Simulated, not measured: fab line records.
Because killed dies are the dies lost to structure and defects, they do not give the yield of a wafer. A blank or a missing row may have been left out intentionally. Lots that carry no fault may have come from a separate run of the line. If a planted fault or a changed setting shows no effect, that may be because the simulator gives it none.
Matching of chambers	flow n5_finfet	rie_diel-02 running N5_BEOL_M5_STRIP_64: 4 sister chambers
The step strips in CF4. 8 wafers are shown with their chamber, then 7 later ones without.

## WAFERS, EACH WITH ITS CHAMBER
wafer	chamber	showerhead_plenum_p_Torr (Torr)	oes_product_au (a.u.)
L075.3	2	1.77	0.93
L075.6	3	1.84	0.69
L085.4	2	1.77	0.90
L090.3	1	1.75	0.90
L090.4	0	1.76	0.69
L090.6	0	1.76	0.69
L092.1	3	1.83	0.67
L092.2	1	1.75	0.88

## WAFERS WITH NO CHAMBER GIVEN
wafer	showerhead_plenum_p_Torr (Torr)	oes_product_au (a.u.)
L092.3	1.76	0.87
L097.2	1.76	0.86
L097.3	1.83	0.66
L097.6	1.76	0.86
L094.1	1.74	0.87
L094.4	1.74	0.87
L094.6	1.83	0.66

## WHICH CHAMBER EACH WENT THROUGH
wafer	from the rows above	in truth
L092.3	can't be placed: 1 or 2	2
L097.2	can't be placed: 1 or 2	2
L097.3	3	3
L097.6	can't be placed: 1 or 2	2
L094.1	1	1
L094.4	1	1
L094.6	3	3
Correct placement for 4 of the 7. Cannot be placed on the basis of these rows: 3; the candidates contain the true chamber in 3. Wrongly placed: 0.
How it was worked out, from the rows above alone: a wafer's distance from a chamber is the root of the sum, over the readings, of the square of ((its reading less the chamber's mean) divided by the reading's scatter). The wafer belongs to the nearest chamber; if the next one is less than 2 further off, it can't be placed. For every chamber, the mean is computed from those of its wafers that are shown. The scatter: the root of (the sum of the squares of (reading less its chamber's mean) over the shown wafers, divided by (wafers less chambers)).
